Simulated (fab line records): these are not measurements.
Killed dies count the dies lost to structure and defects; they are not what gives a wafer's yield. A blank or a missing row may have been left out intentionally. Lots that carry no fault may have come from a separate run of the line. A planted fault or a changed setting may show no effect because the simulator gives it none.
Matching of chambers ; flow n5Finfet ; N5_BEOL_M0_SAQP_STRIP_86 on rieDiel-04: 4 sister chambers
The step strips in N2/H2. 14 wafers are shown with their chamber, then 7 later ones without.

EACH WAFER AND ITS CHAMBER
wafer;chamber;throttleValvePct (%);showerheadPlenumPTorr (Torr);oesProductAu (a.u.)
L076.1;1;18.3;3.33;0.74
L076.2;2;18.6;3.39;0.78
L076.4;3;19.2;3.31;0.90
L081.3;2;18.7;3.39;0.76
L081.5;0;19.3;3.53;0.83
L081.6;3;19.2;3.30;0.89
L082.1;2;18.7;3.39;0.77
L082.3;3;19.2;3.30;0.86
L082.6;3;19.2;3.30;0.89
L084.1;3;19.2;3.30;0.88
L084.2;0;19.3;3.53;0.82
L084.5;1;18.3;3.32;0.71
L085.2;0;19.3;3.52;0.82
L085.4;3;19.2;3.30;0.87

SIGNATURES, as means of the wafers listed above
reading;chamber 0;chamber 1;chamber 2;chamber 3;scatter within a chamber
throttleValvePct;19.300;18.300;18.667;19.200;0.0258
showerheadPlenumPTorr;3.5267;3.3250;3.3900;3.3017;0.00447
oesProductAu;0.8233;0.7250;0.7700;0.8817;0.0134
Rule: a wafer lies at a distance from a chamber equal to the root of the sum of squares, over the readings, of (its reading less the chamber's mean, divided by the reading's scatter). If the next closest chamber is less than 2 further off than the closest, the wafer can't be placed; otherwise it belongs to the closest. The scatter: take each reading less its chamber's mean, square it, sum over the shown wafers, divide by the number of wafers less the number of chambers, and take the root.

WAFERS WITHOUT THEIR CHAMBER
wafer;throttleValvePct (%);showerheadPlenumPTorr (Torr);oesProductAu (a.u.)
L085.5;19.3;3.52;0.81
L093.1;19.4;3.52;0.79
L093.4;19.3;3.29;0.85
L093.6;18.3;3.31;0.71
L095.3;19.3;3.51;0.80
L095.5;18.7;3.37;0.75
L095.6;18.3;3.31;0.70

THE CHAMBER EACH PASSED THROUGH
wafer;from the rows above;in truth
L085.5;0;0
L093.1;0;0
L093.4;3;3
L093.6;1;1
L095.3;0;0
L095.5;2;2
L095.6;1;1
Placed correctly: 7 of 7. Number that these rows cannot place: 0. 0 placed wrongly.
